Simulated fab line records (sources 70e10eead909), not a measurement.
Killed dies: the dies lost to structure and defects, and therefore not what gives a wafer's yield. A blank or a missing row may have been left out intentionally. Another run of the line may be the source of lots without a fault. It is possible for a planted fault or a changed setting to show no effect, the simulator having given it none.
fab line records ; flow nand_harc
[record] lots = 12; wafers = 35; last_day = 33
route steps=1302 shown A_SLIT@939 A_SIN_REMOVE@951 A_WL_FILL@952 END@1302
lots that met no fault: from a run of the same line without faults
start_h: start of the lot's first displayed wafer, in hours after the record's first day ; wait_h: how many hours have passed since the lot's step before this one ; " identical to the entry in the row above ; L1.1+2: a single row standing in for several wafers ; - no value, or no start was given ; * or withheld: withheld ; < > ~ a bound
route shown NAME@n: names a module that has steps shown in the file, with the first one's number in the route ; usual: mean/standard deviation of fault-free wafers ; same: alike in all rows ; chamber/n: place in a boat ; sites: the reading at each site ; _std_site: the values' standard deviation ; _edge_site: outer sites' mean less inner sites' ; radius_mm: how far each site lies from the wafer's centre ; mask NAME#n: copy n ; behind: the most recent tool/chamber to have shaped the wafer ; hold: why the lot went on hold/how many hours it stayed there/how the hold came to an end ; device: names the non-switching transistor (n, p or np) ; end of line: tests of these same wafers at the route's end ; step lacking rows: just its recipe ; killed: count of dies lost to structure and defects at first sort (not the wafer's yield) ; map: per-die view of a wafer (x killed, . not killed, _ where there is no die)
set.NAME: the setting as run; set.NAME@STEP: as run at that earlier step ; model.NAME: the simulator's own value behind a step, which no gauge read
steps of the route over a sample of lots; a table a step, a row a wafer
services: when a tool's chamber went out of use (start_h, in hours from the record's first day, below 0 if earlier), for how many hours, and the reason
[[steps]]
[step NHARC_A_SLIT_ETCH_17]
[recipe] bias_v = 900; source_w = withheld; pressure_mtorr = 20; ar_flow_sccm = 375; c4f8_flow_sccm = 83.3; o2_flow_sccm = 41.7; time_s = 4254.5; target_depth_a = 2.03e+05; chemistry = C4F8/O2/Ar
[usual] c4f8_flow_sccm = 83.28/0.24; drypump_motor_current_A = 5.9/0.34; o2_flow_sccm = 41.70/0.11; showerhead_plenum_p_Torr = 3.75/0.17; throttle_valve_pct = 32.045/0.0094
lot.wafer;tool;chamber;start_h;wait_h;c4f8_flow_sccm;drypump_motor_current_A;o2_flow_sccm;rf_hours_counter_h;showerhead_plenum_p_Torr;throttle_valve_pct
L257.2;har_etch-01;0;492.31;-;83.62;6.4;41.51;269;3.52;32.049
L257.4;har_etch-01;1;494.08;-;83.30;6.1;41.72;-;3.64;32.023
L257.6;har_etch-01;0;494.08;-;83.36;6.4;41.43;-;3.52;32.058
L259.1;har_etch-02;1;509.72;-;83.06;5.7;41.69;62;3.90;32.041
L259.2;har_etch-02;0;509.72;-;83.67;5.5;41.56;62;3.90;32.042
L259.3;har_etch-02;0;511.53;-;83.50;5.5;41.56;-;3.90;32.044
L260.2;har_etch-02;1;517.71;-;83.29;5.8;41.95;69;3.90;32.034
L260.1;har_etch-02;0;517.71;-;83.49;5.5;41.78;69;3.90;32.054
L260.6;har_etch-02;0;520.74;-;83.26;5.5;41.70;-;3.90;32.049
L262.1;har_etch-01;0;535.37;-;83.35;6.4;41.92;299;3.51;32.040
L262.2;har_etch-01;1;535.37;-;83.27;6.1;41.61;299;3.63;32.053
L262.3;har_etch-01;0;535.37;-;82.87;6.4;41.75;-;3.51;32.058
L263.1;har_etch-02;1;536.61;-;83.59;5.8;41.60;81;3.89;32.044
L263.2;har_etch-02;0;536.61;-;82.99;5.5;41.87;81;3.89;32.052
L263.6;har_etch-02;1;538.99;-;83.42;5.7;41.47;-;3.89;32.054
L265.3;har_etch-02;0;554.13;-;83.34;5.5;41.71;-;3.89;32.047
L265.4;har_etch-02;1;554.13;-;83.11;5.8;41.81;-;3.89;32.047
L264.2;har_etch-02;0;564.55;-;83.50;5.5;41.58;96;3.89;32.051
L264.3;har_etch-02;1;564.55;-;83.30;5.8;41.48;-;3.89;32.050
L264.6;har_etch-02;0;566.96;-;83.26;5.5;41.78;-;3.89;32.037
L272.2;har_etch-01;0;650.46;-;83.29;6.4;41.67;361;3.47;32.042
L272.3;har_etch-01;1;650.46;-;83.49;6.1;41.72;-;3.59;32.054
L272.4;har_etch-01;0;650.46;-;83.01;6.5;41.50;-;3.47;32.042
L273.1;har_etch-02;0;650.60;-;82.73;5.5;41.58;141;3.86;32.042
L273.4;har_etch-02;1;650.60;-;83.40;5.8;41.77;-;3.86;32.026
L273.3;har_etch-02;0;650.60;-;83.02;5.5;41.82;-;3.86;32.052
L275.2;har_etch-02;0;664.59;-;83.51;5.5;41.70;153;3.85;32.037
L275.1;har_etch-02;1;664.59;-;83.35;5.8;41.55;153;3.85;32.035
L275.5;har_etch-02;0;667.02;-;83.49;5.5;41.83;-;3.85;32.054
L274.1;har_etch-01;1;668.30;-;83.28;6.1;41.83;376;3.58;32.026
L274.3;har_etch-01;1;669.51;-;83.18;6.1;41.65;-;3.59;32.061
L274.6;har_etch-01;0;669.51;-;83.14;6.4;41.67;-;3.47;32.042
L277.2;har_etch-02;1;674.71;-;83.40;5.7;41.71;160;3.85;32.037
L277.3;har_etch-02;0;674.71;-;83.39;5.5;41.70;-;3.85;32.050
L277.4;har_etch-02;1;674.71;-;83.00;5.7;41.80;-;3.85;32.039
[step NHARC_A_SLIT_ETCH_26]
[recipe] bias_v = 400; source_w = 2000; pressure_mtorr = 25; time_s = 90; ar_flow_sccm = 375; c4f8_flow_sccm = 41.7; o2_flow_sccm = 83.3; target_depth_a = 4000; chemistry = C4F8/O2/Ar
[usual] c4f8_flow_sccm = 41.71/0.12; drypump_motor_current_A = 5.9/0.34; o2_flow_sccm = 83.26/0.24; showerhead_plenum_p_Torr = 3.78/0.17; throttle_valve_pct = 27.619/0.0092
lot.wafer;tool;chamber;start_h;wait_h;c4f8_flow_sccm;drypump_motor_current_A;o2_flow_sccm;rf_hours_counter_h;showerhead_plenum_p_Torr;throttle_valve_pct
L257.2;har_etch-01;0;495.86;3.0;41.79;6.4;83.86;272;3.55;27.626
L257.4;har_etch-01;1;495.86;3.0;41.68;6.2;83.16;-;3.67;27.596
L257.6;har_etch-01;0;495.86;3.0;41.71;6.4;83.46;-;3.55;27.611
L259.1;har_etch-02;1;513.34;3.0;41.73;5.7;83.21;64;3.94;27.631
L259.2;har_etch-02;0;513.34;3.0;41.70;5.5;82.97;64;3.94;27.615
L259.3;har_etch-02;0;513.34;3.0;41.77;5.5;83.35;-;3.94;27.629
L260.2;har_etch-02;1;521.35;3.0;41.96;5.7;83.53;72;3.94;27.606
L260.1;har_etch-02;0;521.35;3.0;41.79;5.5;82.94;72;3.94;27.596
L260.6;har_etch-02;0;521.35;3.0;41.80;5.5;82.88;-;3.94;27.627
L262.1;har_etch-01;0;539.09;3.1;41.85;6.4;83.13;302;3.53;27.620
L262.2;har_etch-01;1;539.09;3.1;41.60;6.1;83.07;302;3.66;27.622
L262.3;har_etch-01;0;539.09;3.1;41.61;6.4;83.17;-;3.53;27.628
L263.1;har_etch-02;1;540.19;3.0;41.89;5.8;83.22;83;3.93;27.642
L263.2;har_etch-02;0;540.19;3.0;41.88;5.5;83.29;83;3.93;27.627
L263.6;har_etch-02;1;540.19;3.0;41.81;5.7;83.64;-;3.93;27.630
L265.3;har_etch-02;0;556.63;1.9;41.74;5.5;82.95;-;3.93;27.630
L265.4;har_etch-02;1;556.63;1.9;42.03;5.7;83.11;-;3.93;27.616
L264.2;har_etch-02;0;567.59;2.4;41.52;5.5;83.44;99;3.92;27.617
L264.3;har_etch-02;1;567.59;2.4;41.52;5.7;83.23;-;3.92;27.614
L264.6;har_etch-02;0;567.59;2.4;41.51;5.5;83.12;-;3.92;27.620
L272.2;har_etch-01;0;653.55;2.5;41.76;6.4;83.15;364;3.50;27.613
L272.3;har_etch-01;1;653.55;2.5;41.60;6.1;83.47;-;3.62;27.626
L272.4;har_etch-01;0;653.55;2.5;41.70;6.4;83.52;-;3.50;27.605
L273.1;har_etch-02;0;653.62;2.4;41.75;5.5;83.18;144;3.90;27.609
L273.4;har_etch-02;1;653.62;2.4;41.70;5.7;83.28;-;3.90;27.619
L273.3;har_etch-02;0;653.62;2.4;41.73;5.5;83.51;-;3.90;27.624
L275.2;har_etch-02;0;668.23;3.0;41.71;5.5;83.20;156;3.89;27.628
L275.1;har_etch-02;1;668.23;3.0;41.72;5.7;83.07;156;3.89;27.623
L275.5;har_etch-02;0;668.23;3.0;41.83;5.5;83.08;-;3.89;27.614
L274.1;har_etch-01;1;671.36;2.5;41.75;6.1;83.40;379;3.61;27.620
L274.3;har_etch-01;1;671.36;2.5;41.66;6.1;83.51;-;3.61;27.630
L274.6;har_etch-01;0;671.36;2.5;41.61;6.4;83.08;-;3.49;27.624
L277.2;har_etch-02;1;677.78;2.5;41.54;5.7;83.00;163;3.89;27.617
L277.3;har_etch-02;0;677.78;2.5;41.80;5.5;83.91;-;3.89;27.614
L277.4;har_etch-02;1;677.78;2.5;41.76;5.7;83.14;-;3.89;27.625
[step NHARC_A_SIN_REMOVE_INSPECT_04]
[usual] raw_defect_count = 385/76
lot.wafer;tool;chamber;start_h;wait_h;raw_defect_count
L257.2;defect_inspect-01;-;503.96;0.0;293
L257.4;defect_inspect-01;-;503.96;0.0;400
L257.6;defect_inspect-01;-;503.96;0.0;410
L259.1;defect_inspect-02;-;521.45;0.1;320
L259.2;defect_inspect-02;-;521.45;0.1;424
L259.3;defect_inspect-02;-;521.45;0.1;367
L260.1;defect_inspect-02;-;529.42;0.0;272
L260.2;defect_inspect-02;-;529.42;0.0;372
L260.6;defect_inspect-02;-;529.42;0.0;325
L262.1;defect_inspect-02;-;547.29;0.0;539
L262.2;defect_inspect-02;-;547.29;0.0;510
L262.3;defect_inspect-02;-;547.29;0.0;497
L263.1;defect_inspect-01;-;547.31;0.0;215
L263.2;defect_inspect-01;-;547.31;0.0;248
L263.6;defect_inspect-01;-;547.31;0.0;318
L265.3;defect_inspect-01;-;564.60;0.0;435
L265.4;defect_inspect-01;-;564.60;0.0;341
L264.2;defect_inspect-02;-;575.67;0.0;300
L264.3;defect_inspect-02;-;575.67;0.0;355
L264.6;defect_inspect-02;-;575.67;0.0;296
L273.1;defect_inspect-02;-;661.54;0.0;495
L273.3;defect_inspect-02;-;661.54;0.0;264
L273.4;defect_inspect-02;-;661.54;0.0;389
L272.2;defect_inspect-01;-;661.54;0.0;406
L272.3;defect_inspect-01;-;661.54;0.0;369
L272.4;defect_inspect-01;-;661.54;0.0;375
L275.1;defect_inspect-01;-;675.53;0.0;413
L275.2;defect_inspect-01;-;675.53;0.0;324
L275.5;defect_inspect-01;-;675.53;0.0;355
L274.1;defect_inspect-02;-;679.42;0.0;439
L274.3;defect_inspect-02;-;679.42;0.0;604
L274.6;defect_inspect-02;-;679.42;0.0;356
L277.2;defect_inspect-01;-;685.82;0.0;320
L277.3;defect_inspect-01;-;685.82;0.0;314
L277.4;defect_inspect-01;-;685.82;0.0;334
[step NHARC_A_WL_FILL_ALD_00]
[recipe] target_thk_a = 30; pulse_time_s = 3; ald_cycles = 30; temp_c = 300; material = Al2O3
[usual] ald_cycles = 30/0; heater_power_w = 471/47; precursor_pulse_height_rel = 0.999/0.019
lot.wafer;tool;chamber;start_h;wait_h;ald_cycles;heater_power_w;precursor_pulse_height_rel
L257.2;ald_hk-01;2;504.03;0.1;30;480;1.013
L257.4;ald_hk-01;0;504.03;0.1;30;420;0.994
L257.6;ald_hk-01;2;504.03;0.1;30;472;1.012
L259.1;ald_hk-02;0;521.51;0.1;30;495;0.988
L259.2;ald_hk-02;1;521.51;0.1;30;494;0.973
L259.3;ald_hk-02;3;521.51;0.1;30;514;1.007
L260.1;ald_hk-04;2;529.48;0.1;30;545;1.002
L260.2;ald_hk-04;3;529.48;0.1;30;430;1.017
L260.6;ald_hk-04;2;529.48;0.1;30;551;0.994
L262.3;ald_hk-02;2;547.35;0.1;30;397;0.996
L262.2;ald_hk-02;3;547.35;0.1;30;467;0.989
L262.1;ald_hk-02;0;547.35;0.1;30;469;1.003
L263.2;ald_hk-02;0;547.52;0.2;30;466;1.014
L263.1;ald_hk-02;3;547.52;0.2;30;460;0.964
L263.6;ald_hk-02;1;547.52;0.2;30;463;1.030
L265.4;ald_hk-02;1;564.66;0.1;33;483;0.980
L265.3;ald_hk-02;3;564.66;0.1;30;485;0.984
L264.2;ald_hk-02;0;575.76;0.1;30;462;1.014
L264.3;ald_hk-02;1;575.76;0.1;30;483;0.973
L264.6;ald_hk-02;0;575.76;0.1;33;464;1.027
L273.4;ald_hk-02;0;661.91;0.4;30;481;1.001
L273.3;ald_hk-02;1;661.91;0.4;30;460;0.975
L273.1;ald_hk-02;2;661.91;0.4;30;402;1.016
L272.2;ald_hk-02;2;662.07;0.5;30;412;0.998
L272.4;ald_hk-02;3;662.07;0.5;30;468;1.006
L272.3;ald_hk-02;1;662.07;0.5;30;482;0.974
L275.1;ald_hk-02;2;675.89;0.4;30;410;1.005
L275.2;ald_hk-02;3;675.89;0.4;30;474;1.010
L275.5;ald_hk-02;1;675.89;0.4;30;495;0.992
L274.3;ald_hk-01;3;679.48;0.1;30;493;1.001
L274.1;ald_hk-01;0;679.48;0.1;30;384;1.056
L274.6;ald_hk-01;3;679.48;0.1;30;479;0.980
L277.2;ald_hk-02;0;685.93;0.1;30;480;0.982
L277.3;ald_hk-02;1;685.93;0.1;30;480;0.991
L277.4;ald_hk-02;2;685.93;0.1;30;402;0.994
[step NHARC_END_SORT_01]
[recipe] temp_c = 25
[usual] killed_at_array = 61/23; killed_at_other = 1.3/1.4; killed_at_periphery = 4.0/2.6; killed_dies = 66/22; killed_open = 3.4/1.8; killed_short = 2.3/1.4
[same] gross_dies = 677
lot.wafer;tool;chamber;start_h;wait_h;killed_at_array;killed_at_other;killed_at_periphery;killed_dies;killed_open;killed_short
L263.1;prober-02;0;640.61;2.5;27;1;6;34;3;2
L263.2;prober-02;0;641.42;2.8;32;3;12;47;5;4
L263.6;prober-02;0;644.64;4.0;32;5;8;45;4;3
L265.3;prober-01;0;665.35;3.1;42;0;6;48;2;1
L264.2;prober-02;0;668.43;2.8;21;1;2;24;0;0
L264.3;prober-02;0;669.24;3.1;24;4;4;32;1;5
L264.6;prober-02;0;671.66;4.0;17;2;1;20;2;2
// killed by level:class
L263.1 A_CHANNEL_HOLE_D2:chamber_film_flake=7 P_BONDPAD:chamber_film_flake=4 A_CHANNEL_HOLE_D1:chamber_film_flake=4 A_STAIRCASE:chamber_film_flake=4 A_CHANNEL_HOLE_D2:geometric_particle:open=2 P_ZERO_WELL:chamber_film_flake=2 A_SLIT:chamber_film_flake=2 A_CONTACT:chamber_film_flake=2
L263.2 A_CHANNEL_HOLE_D2:chamber_film_flake=15 P_BONDPAD:chamber_film_flake=6 A_CHANNEL_HOLE_D1:chamber_film_flake=3 THIN_TSV:chamber_film_flake=3 P_ZERO_WELL:chamber_film_flake=2 A_ZERO_WELL:chamber_film_flake=2 A_SLIT:chamber_film_flake=2 A_CONTACT:chamber_film_flake=2
L263.6 A_CHANNEL_HOLE_D2:chamber_film_flake=17 A_CONTACT:chamber_film_flake=5 P_BONDPAD:chamber_film_flake=4 THIN_TSV:chamber_film_flake=4 A_CHANNEL_HOLE_D1:chamber_film_flake=2 A_SLIT:chamber_film_flake=2 P_GATE:geometric_particle:open=1 P_M0:geometric_particle:open=1
L265.3 A_CHANNEL_HOLE_D2:chamber_film_flake=23 A_CHANNEL_HOLE_D1:chamber_film_flake=4 A_WL_FILL:chamber_film_flake=4 P_ZERO_WELL:chamber_film_flake=3 P_M2:chamber_film_flake=2 A_CHANNEL_FILL_D1:chamber_film_flake=2 A_CONTACT:chamber_film_flake=2 A_WL_FILL:geometric_particle:short=1
L264.2 A_CHANNEL_HOLE_D1:chamber_film_flake=9 A_CONTACT:chamber_film_flake=6 A_STAIRCASE:chamber_film_flake=4 P_ZERO_WELL:chamber_film_flake=2 A_CHANNEL_HOLE_D2:chamber_film_flake=1 A_BLC:chamber_film_flake=1 THIN_TSV:chamber_film_flake=1
L264.3 A_CHANNEL_HOLE_D1:chamber_film_flake=7 A_CONTACT:chamber_film_flake=6 THIN_TSV:chamber_film_flake=4 A_STAIRCASE:chamber_film_flake=3 P_ZERO_WELL:chamber_film_flake=2 A_SLIT:chamber_film_flake=2 P_STI:geometric_particle:short=1 P_CONTACT:geometric_particle:open=1
L264.6 A_CHANNEL_HOLE_D1:chamber_film_flake=7 A_CONTACT:chamber_film_flake=3 A_STAIRCASE:chamber_film_flake=2 THIN_TSV:chamber_film_flake=2 P_GATE:geometric_particle:open=1 A_SOURCE_PLATE:geometric_particle:short=1 A_DECK1_JOINT:geometric_particle:open=1 A_CHANNEL_FILL_D2:geometric_particle:short=1
[[services]]
tool;chamber;start_h;hours;kind
ald_hk-01;-;478.34;10.0;pm
ald_hk-01;0;478.34;10.0;vent_cycle
ald_hk-01;1;478.34;10.0;vent_cycle
ald_hk-01;2;478.34;10.0;vent_cycle
ald_hk-01;3;478.34;10.0;vent_cycle
ald_hk-01;0;488.34;-;clean
ald_hk-01;1;488.34;-;clean
ald_hk-01;2;488.34;-;clean
ald_hk-01;3;488.34;-;clean
ald_hk-02;-;526.61;10.0;pm
ald_hk-02;0;526.61;10.0;vent_cycle
ald_hk-02;1;526.61;10.0;vent_cycle
ald_hk-02;2;526.61;10.0;vent_cycle
ald_hk-02;3;526.61;10.0;vent_cycle
ald_hk-02;0;536.61;-;clean
ald_hk-02;1;536.61;-;clean
ald_hk-02;2;536.61;-;clean
ald_hk-02;3;536.61;-;clean
ald_hk-01;-;604.22;0.3;repair
ald_hk-04;-;611.62;10.0;pm
ald_hk-01;-;655.19;0.9;repair
ald_hk-01;-;656.34;10.0;pm
ald_hk-01;0;656.34;10.0;vent_cycle
ald_hk-01;1;656.34;10.0;vent_cycle
[[key]]
[first_sign] step = NHARC_A_WL_FILL_ALD_00; reading = ald_cycles; direction = up; sigmas = 99+; usual = 30; struck = 33
effect none on later readings
met_at NHARC_A_WL_FILL_ALD_00
struck_lots L264,L265
struck_wafers L264.6,L265.4
tester_left_out L264,L265
not_acting_at NHARC_A_SLIT_ETCH_17,NHARC_A_SLIT_ETCH_26,NHARC_A_SIN_REMOVE_INSPECT_04
onset_between 547.52 564.66
[fault] kind = process_parameter_drift; tool = ald_hk-02; chamber = -; onset_h = 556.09; steps = NHARC_A_WL_FILL_ALD_00; channel = ald_cycles; offset = 3; shape = step; end_h = 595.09; scope = struck_wafers_only; acts_in = these_recipes_only; stated = 30
// tester_left_out: of these lots the tester's yield and bins aren't shown, on N5 and GAA mostly nor the transistor test; their killed dies are dies lost to structure and defects alone, not to doping, threshold or leakage, so they don't give the yield
